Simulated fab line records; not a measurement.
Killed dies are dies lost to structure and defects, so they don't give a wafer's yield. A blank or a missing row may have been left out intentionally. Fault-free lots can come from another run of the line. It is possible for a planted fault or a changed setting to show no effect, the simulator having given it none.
A lot that was struck, set against a sound lot ; flow n5Finfet ; 32 out of 1938 route steps
Sound: wafers L450.1, L450.3, L450.6. The struck wafers were L462.1, L462.2, L462.4. The cause comes at the end.
Order at every step that has rows: each side's tool, ch and its chambers, its first start. Under that, the readings that differ: sound wafers ; struck wafers ; difference of the means ; sigmas: that difference in standard deviations of wafers without a fault.
alike: words and numbers the same on both sides, and readings whose means are apart by under 2 such deviations; not compared: readings that were withheld, readings missing a value for some wafer, numbers with overlapping values and no deviation given by the record, and bounds like >300 which may hide the same value.
Wherever a step has rows on one side only, a row that says differs or no value, or a row with sigmas, the two part there. When numbers do not overlap yet have no deviation, they are printed without sigmas and do not part them. Lack of a reading on every wafer of one side parts them only where that side has two or more wafers.

first, 8 steps without rows for these wafers: N5_SD_EPI_P_PRECLEAN_32 (cleans in dHF, time 10 s); N5_SD_EPI_P_PRECLEAN_33 (cleans in SC2, time 45 s); N5_SD_EPI_P_SRD_25 (time 30 s); N5_SD_ACTIVATION_RTA_00 (time 0 s); N5_SD_ACTIVATION_LSA_01 (time 0.0008 s); N5_ILD0_LINER_00 (material SiNx, target thk 4 nm, pulse time 1 s, purge time 2 s); N5_ILD0_FCVD_FILL_01 (material SiO2 flowable, target thk 200 nm, time 328.3 s); N5_ILD0_CURE_02 (time 1800 s).
N5_ILD0_CMP_03: polishes, stops on SiNx, t overpolish 1.9 s, target thk 197.38 nm.
  sound on cmp-01 ch 0,3, day 4 09:38; struck on cmp-01 ch 0,1,2, day 7 08:08
  alike: motorCurrentA, overpolishRunS, slurryFilterDpKPa, timeToEndpointS
then, 22 steps without rows for these wafers: N5_ILD0_CMP_07 (polishes SiO2 flowable, stops on poly-Si, t overpolish 1.18 s, target thk 138.88 nm); N5_ILD0_PRECLEAN_10 (cleans in NF3:NH3, afs cycles 5, time 20 s, sublimation time 60 s); N5_ILD0_ALD_15 (deposits SiNx, target thk 24 nm, pulse time 1 s, ald cycles 480); N5_ILD0_CMP_12 (polishes SiNx, stops on poly-Si, t overpolish 6 s, target thk 17.67 nm); N5_SDB_HM_DEP_00 (deposits SiNx from SiH4/NH3/N2, target thk 40 nm, time 35.3 s); N5_SDB_COAT_03 (time 60 s, resist thk 100 nm); N5_SDB_COAT_04 (time 60 s, resist thk 18 nm); N5_SDB_COAT_05 (resist thk 90 nm); N5_SDB_EBR_07; N5_SDB_SOFTBAKE_06 (time 60 s); N5_SDB_EXPOSE_08 (exposes mask SDB); N5_SDB_PEB_09 (peb time 60 s); N5_SDB_DEVELOP_10 (develop time 30 s); N5_SDB_DESCUM_16 (chemistry O2, time 7.9 s); N5_SDB_ETCH_17 (etches SiARC in CF4, target depth 23.4 nm, time 39 s); N5_SDB_ETCH_18 (etches SOC in N2/H2, target depth 100 nm, overetch 20 nm, time 150 s); N5_SDB_STRIP_19 (strips in N2/H2); N5_SDB_STRIP_21 (strips in CF4); N5_SDB_HM_OPEN_20 (chemistry CH3F/O2, target SiNx, stops on poly-Si, target depth 24 nm); N5_SDB_STRIP_22 (strips in N2/H2); N5_SDB_PRECLEAN_23 (cleans in dHF, time 30 s); N5_SDB_DUMMY_REMOVE_24 (chemistry TMAH, target poly-Si, stops on SiO2, target depth 142 nm, time 57 s, rinse time 30 s).
-- the record jumps here: 9 days lie between the struck wafers' starts before and after (it left off in module SDB and takes up again in module PASSIVATION, whose first step shown is number 1936 of the route) --
N5_PASSIVATION_PROBE_49:
  sound: prober-02 at day 13 10:39; struck: prober-01 at day 16 15:03
reading;sound;struck;difference;sigmas
defectLimitedYield (%);91.2 90.4 91.2;70.5 67.3 68.9;-22.0;-17
killed_at_M4_up;17 25 28;3 9 8;-17;-3
killedAtFrontEnd;42 25 22;298 342 321;+291;+26
killedAtOther;10 7 9;2 3 2;-6;-2
killedDies;104 113 104;348 386 367;+260;+16
killedOnRim;22 17 9;49 49 45;+32;+9
sort_bin_5_function (%);5.3 6.1 5.3;17.7 18.5 18.6;+12.7;+14
sort_bin_6_memory (%);3.6 3.3 3.0;10.2 12.0 11.2;+7.8;+13
sortNPass;1076 1067 1076;832 794 813;-260;-16
sortYieldPct (%);91.2 90.4 91.2;70.5 67.3 68.9;-22.0;-17
  alike: killed_at_M0_to_M3, killedAtContacts, killedOpen, killedShort

== WHERE THEY PART ==
Only at N5_PASSIVATION_PROBE_49, within this record.

WHY: what the simulator had put in
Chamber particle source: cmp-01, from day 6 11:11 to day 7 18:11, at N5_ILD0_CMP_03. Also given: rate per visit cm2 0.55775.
